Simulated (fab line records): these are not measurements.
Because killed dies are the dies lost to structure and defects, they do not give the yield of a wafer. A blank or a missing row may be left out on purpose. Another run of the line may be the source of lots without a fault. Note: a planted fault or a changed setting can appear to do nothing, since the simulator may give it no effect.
A struck lot beside a sound one    flow n5_finfet    37 out of 1938 route steps
Sound: these wafers, L258.2, L258.3, L258.4. Wafers struck: L268.2, L268.3, L268.6. The cause is named last.
Per side, at each step with rows, come the tool, then ch with its chambers, and then its first start. Under that, the readings that differ: sound wafers    struck wafers    difference of the means    sigmas: that difference in standard deviations of wafers without a fault.
alike: a reading whose means differ by less than 2 such deviations, as well as words and numbers matching on both sides. not compared: withheld readings; readings where some wafer has no value; bounds like >300 that might hide an equal value; numbers whose values overlap and for which the record gives no deviation.
Wherever a step has rows on one side only, a row that says differs or no value, or a row with sigmas, the two part there. When numbers do not overlap yet have no deviation, they are printed without sigmas and do not part them. Lack of a reading on every wafer of one side parts them only where that side has two or more wafers.

first, 9 steps without rows for these wafers: N5_WELL_APT_COAT_02 (resist thk 950 nm); N5_WELL_APT_EBR_04; N5_WELL_APT_SOFTBAKE_03 (time 60 s); N5_WELL_APT_EXPOSE_05 (exposes mask NWELL, defocus 0 nm, target cd 200 nm); N5_WELL_APT_PEB_06 (peb time 90 s); N5_WELL_APT_DEVELOP_07 (develop time 45 s); N5_WELL_APT_HARDBAKE_12 (time 120 s); N5_WELL_APT_DESCUM_13 (chemistry O2, time 7.9 s); N5_WELL_APT_IMPLANT_14.
N5_WELL_APT_IMPLANT_15:
  sound on implanter-01 ch 0, day 3 20:08; struck on implanter-02 ch 0, day 6 08:05
reading                    sound              struck             difference  sigmas
model.implant.rp_nm (nm)   18.67 18.67 18.67  32.1 32.1 32.1     +13.4       
model.implant.drp_nm (nm)  8.457 8.457 8.457  14.87 14.87 14.87  +6.41       
  alike: tilt_deg
then, 25 steps without rows for these wafers: N5_WELL_APT_STRIP_16 (strips in SPM, time 900 s); N5_WELL_APT_HMDS_18 (time 60 s); N5_WELL_APT_COAT_19 (resist thk 950 nm); N5_WELL_APT_EBR_21; N5_WELL_APT_SOFTBAKE_20 (time 60 s); N5_WELL_APT_EXPOSE_22 (exposes mask PWELL, defocus 0 nm, target cd 200 nm); N5_WELL_APT_PEB_23 (peb time 90 s); N5_WELL_APT_DEVELOP_24 (develop time 45 s); N5_WELL_APT_HARDBAKE_29 (time 120 s); N5_WELL_APT_DESCUM_30 (chemistry O2, time 7.9 s); N5_WELL_APT_IMPLANT_31; N5_WELL_APT_IMPLANT_32; N5_WELL_APT_STRIP_33 (strips in SPM, time 900 s); N5_WELL_APT_RTA_34 (time 10 s); N5_WELL_APT_OXIDE_STRIP_42 (strips SiO2 in dHF, time 45 s, target depth 12 nm); N5_WELL_APT_PRECLEAN_36 (cleans in O3/DIW, time 45 s); N5_WELL_APT_PRECLEAN_39 (cleans in dHF, time 60 s); N5_WELL_APT_SRD_37 (time 30 s); N5_WELL_APT_EPI_41 (deposits Si from SiH4/H2, target thk 50 nm, time 297.7 s); N5_PMOS_HMC_CHANNEL_EPI_HM_DEP_34 (deposits SiO2 from TEOS/O2, target thk 36 nm, time 6.9 s); N5_PMOS_HMC_CHANNEL_EPI_COAT_31 (time 60 s, resist thk 66 nm); N5_PMOS_HMC_CHANNEL_EPI_COAT_03 (resist thk 205 nm); N5_PMOS_HMC_CHANNEL_EPI_EBR_05; N5_PMOS_HMC_CHANNEL_EPI_SOFTBAKE_04 (time 60 s); N5_PMOS_HMC_CHANNEL_EPI_EXPOSE_06 (exposes mask PMOS HMC BLK, target cd 240 nm).
-- record jumps: 7 days separate the struck wafers' starts on either side; left off in module PMOS_HMC_CHANNEL_EPI, taken up again in module BEOL_M4, whose first shown step is the route's number 1111 --
N5_BEOL_M4_RC_MEAS_101:
  sound on prober-01 ch 0, day 10 21:52; struck on prober-02 ch 0, day 13 12:53
reading            sound           struck          difference  sigmas
CJ_P               6.02 5.66 6.04  4.13 4.05 4.22  -1.77       -9
RS_NWELL (ohm/sq)  1034 1046 1028  1013 1011 1012  -24         -3
VT_P (mV)          -242 -241 -245  -250 -251 -250  -8          -2
  alike: DIBL_N, DIBL_P, IOFF_N, IOFF_P, ION_N, ION_P, SS_N, SS_P, VT_N
N5_PASSIVATION_PROBE_49:
  the record has rows for the sound wafers here (prober-02, day 15 04:22) and none for the struck ones

WHERE THEY PART
At N5_BEOL_M4_RC_MEAS_101 first; at N5_PASSIVATION_PROBE_49 last (within this record only).

WHY: whatever the simulator had introduced
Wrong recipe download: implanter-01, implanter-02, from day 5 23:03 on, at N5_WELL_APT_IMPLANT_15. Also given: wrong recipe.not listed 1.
